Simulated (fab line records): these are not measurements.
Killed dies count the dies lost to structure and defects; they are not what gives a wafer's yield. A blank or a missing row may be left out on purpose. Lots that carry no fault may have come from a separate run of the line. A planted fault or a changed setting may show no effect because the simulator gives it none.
Matching of chambers || flow n5-finfet || N5_GATE_CUT_CMP_43 on cmp-04 has 4 sister chambers
The step polishes SiO2. 7 wafers are shown with their chamber, then 8 later ones without.

== WAFERS WITH THEIR CHAMBER ==
{"wafer": "L081.5", "chamber": 1, "motor-current-A (A)": 12.3}
{"wafer": "L085.2", "chamber": 0, "motor-current-A (A)": 13.2}
{"wafer": "L085.6", "chamber": 2, "motor-current-A (A)": 13.3}
{"wafer": "L090.1", "chamber": 3, "motor-current-A (A)": 11.7}
{"wafer": "L090.4", "chamber": 2, "motor-current-A (A)": 13.6}
{"wafer": "L090.5", "chamber": 3, "motor-current-A (A)": 11.6}
{"wafer": "L091.3", "chamber": 0, "motor-current-A (A)": 13.6}

== WAFERS MISSING THEIR CHAMBER ==
{"wafer": "L091.5", "motor-current-A (A)": 13.7}
{"wafer": "L091.6", "motor-current-A (A)": 11.1}
{"wafer": "L093.1", "motor-current-A (A)": 13.1}
{"wafer": "L093.2", "motor-current-A (A)": 12.1}
{"wafer": "L093.4", "motor-current-A (A)": 11.9}
{"wafer": "L096.2", "motor-current-A (A)": 13.3}
{"wafer": "L096.3", "motor-current-A (A)": 13.6}
{"wafer": "L096.4", "motor-current-A (A)": 11.5}

== WHICH CHAMBER EACH WENT THROUGH ==
{"wafer": "L091.5", "from the rows above": "can't be placed: 2 or 0", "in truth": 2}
{"wafer": "L091.6", "from the rows above": 3, "in truth": 3}
{"wafer": "L093.1", "from the rows above": "can't be placed: 0 or 2", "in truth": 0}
{"wafer": "L093.2", "from the rows above": "can't be placed: 1 or 3", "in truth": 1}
{"wafer": "L093.4", "from the rows above": "can't be placed: 3 or 1", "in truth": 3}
{"wafer": "L096.2", "from the rows above": "can't be placed: 0 or 2", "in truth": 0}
{"wafer": "L096.3", "from the rows above": "can't be placed: 2 or 0", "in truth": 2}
{"wafer": "L096.4", "from the rows above": 3, "in truth": 3}
2 of 8 placed correctly. Not placeable from these rows: 6 (in 6, the candidates include the true chamber). Wrongly placed: 0.
How it was worked out, from the rows above alone: a wafer's distance from a chamber is the root of the sum, over the readings, of the square of ((its reading less the chamber's mean) divided by the reading's scatter). The wafer belongs to the nearest chamber; if the next one is less than 2 further off, it can't be placed. Each chamber's mean is taken over the wafers shown for it. The scatter is the square root of a quotient: the sum, over the shown wafers, of each reading's squared deviation from its chamber's mean, divided by wafers minus chambers.
